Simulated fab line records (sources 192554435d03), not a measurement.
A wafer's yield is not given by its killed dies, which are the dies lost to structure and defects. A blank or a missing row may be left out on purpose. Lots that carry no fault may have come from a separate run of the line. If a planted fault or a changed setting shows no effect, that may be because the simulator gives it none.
Code-filled problem report in 8D (eight disciplines) form -- flow n5Finfet -- the parts of the form that need people (team, actions taken, sign-off) are left out

## 1. PROBLEM STATEMENT
At N5_PASSIVATION_PROBE_49, killedAtOther averages 272.7 over 6 wafers from 2 lots, while fault-free wafers read 3.5, standard deviation 2.5. That is +99 or more standard deviations from the usual mean.
First seen on wafer L589.1, day 16 12:46, on prober-01. Wafers with a number at this step in the record: 24, from 8 lots. By rule, "out" or "out of limits" means more than 4 standard deviations away from the usual mean. All remaining wafers that have a number are taken as sound.

## 2. WHAT IT IS, WHAT IT ISN'T
question,is,is not
which readings at this step,"killedAtOther, defectLimitedYield, killedDies, killedOnRim, sortNPass, sortYieldPct","killed_at_M0_to_M3, killedAtContacts, killedAtFrontEnd, killedOpen, killedShort, sort_bin_5_function, sort_bin_6_memory, sort_bin_8_speed"
which lots,"L589, L593","L581, L584, L596, L598, L599, L602"
which wafers of those lots,all that have a number,-
read on which tools,"prober-01, prober-02",-
when,from day 16 12:46,"up to then (6 sound wafers); but 12 sound wafers of L596, L598, L599, L602 came after"

## 3. WHAT RULES OUT EACH SUSPECT
Counting: a tool at a process step up to the reading stays a suspect if it ran every lot that is out and no sound lot after the first of them.
- rieMetal-01 at N5_MIM_BOT_ETCH_ETCH_03 (etches the open film in Cl2/BCl3, target depth 12 nm): ruled out as a lasting fault. The sound lots L598 went through it after L589, its earliest lot that is out (day 16 03:07).
- pecvd-02 at N5_PASSIVATION_PECVD_01 (deposits SiNx from SiH4/NH3/N2, target thk 200 nm, time 43.2 s): kept. Every lot that is out went through it, starting with L589 (day 16 03:58), and after that it ran no sound lot; the last sound lot it ran before then is L584 (day 15 07:47).
Remaining after the count: pecvd-02 at N5_PASSIVATION_PECVD_01.

## 4. THE CAUSE (what the simulator had put in)
Site profile drift: pecvd-02, from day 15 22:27 on, at N5_PASSIVATION_PECVD_01. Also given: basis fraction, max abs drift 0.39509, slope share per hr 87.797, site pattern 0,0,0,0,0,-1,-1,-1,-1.
After counting, this tool was the only one left.

## 5. THE CHAIN OF EFFECTS, in route order
Each row: a reading whose mean over the struck wafers that have a number lies more than 3 standard deviations from the usual. Scope: only readings with a usual standard deviation given in the record; hours: median across lots of the time from each lot's start at the first step in this table that gives one to its start at this step; sigmas: change in usual standard deviations.
hours,step,reading,usual,on struck wafers,change,sigmas
0,N5_PASSIVATION_PROBE_49,defectLimitedYield,91.4 %,69.3,-22.1,-18
0,N5_PASSIVATION_PROBE_49,killedAtOther,3.5,272.7,+269.2,+99 or more
0,N5_PASSIVATION_PROBE_49,killedDies,102,362,+260,+17
0,N5_PASSIVATION_PROBE_49,killedOnRim,13,138,+125,+35
0,N5_PASSIVATION_PROBE_49,sortNPass,1078,818,-260,-17
0,N5_PASSIVATION_PROBE_49,sortYieldPct,91.4 %,69.3,-22.1,-18
Here are the process steps it includes:
- N5_PASSIVATION_PROBE_49
Later steps that measure or inspect, where all struck wafers having a row at the step show a number for every such reading and not one has moved that far: N5_PASSIVATION_INSPECT_57.

## 6. HOW IT WOULD HAVE BEEN CAUGHT EARLIER
In this record no reading fell out of limits until day 16 12:46, 14 hours after the fault had begun at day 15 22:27.
Of the tool readings at N5_PASSIVATION_PECVD_01 for which the record gives a usual standard deviation, none was out on any struck wafer, so an alarm limit of 4 standard deviations on them would not have fired.
L593, from the lots that are out (2), started N5_PASSIVATION_PECVD_01 on pecvd-02 later than day 16 12:46. Holding the tool at that time would have saved it.
